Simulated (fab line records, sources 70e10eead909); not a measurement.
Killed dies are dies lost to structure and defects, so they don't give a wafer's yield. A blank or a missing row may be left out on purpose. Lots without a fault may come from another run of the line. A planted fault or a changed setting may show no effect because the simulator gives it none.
Chamber matching | flow nand_harc | NHARC_P_CONTACT_CMP_01 on cmp-01: 4 sister chambers
The step polishes SiO2, target thk 200 nm. 14 wafers are shown with their chamber, then 7 later ones without.

WAFERS WITH THEIR CHAMBER
wafer  | chamber | motor_current_A (A)
L346.2 | 0       | 12.3
L346.3 | 1       | 11.2
L346.4 | 3       | 11.4
L348.1 | 0       | 12.9
L348.4 | 1       | 11.5
L348.5 | 0       | 13.0
L347.3 | 2       | 10.3
L347.5 | 2       | 10.9
L347.6 | 3       | 11.7
L349.4 | 3       | 11.3
L349.5 | 2       | 10.5
L349.6 | 3       | 11.2
L358.1 | 0       | 11.8
L358.4 | 3       | 11.6

SIGNATURES (means of the wafers above)
reading         | chamber 0 | chamber 1 | chamber 2 | chamber 3 | scatter within a chamber
motor_current_A | 12.500    | 11.350    | 10.567    | 11.440    | 0.367
Rule: a wafer's distance from a chamber is the root of the sum, over the readings, of the square of ((its reading less the chamber's mean) divided by the reading's scatter). The wafer belongs to the nearest chamber; if the next one is less than 2 further off, it can't be placed. The scatter: the root of (the sum of the squares of (reading less its chamber's mean) over the shown wafers, divided by (wafers less chambers)).

WAFERS WITHOUT THEIR CHAMBER
wafer  | motor_current_A (A)
L358.5 | 10.7
L363.3 | 11.3
L363.4 | 10.2
L363.6 | 11.3
L365.4 | 11.5
L365.5 | 12.6
L365.6 | 11.4

WHICH CHAMBER EACH WENT THROUGH
wafer  | from the rows above          | in truth
L358.5 | can't be placed: 2 or 1 or 3 | 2
L363.3 | can't be placed: 1 or 3 or 2 | 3
L363.4 | 2                            | 2
L363.6 | can't be placed: 1 or 3 or 2 | 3
L365.4 | can't be placed: 3 or 1      | 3
L365.5 | 0                            | 0
L365.6 | can't be placed: 3 or 1      | 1
Placed correctly: 2 of 7. Can't be placed from these rows: 5 (the true chamber is among the candidates in 5). Placed wrongly: 0.
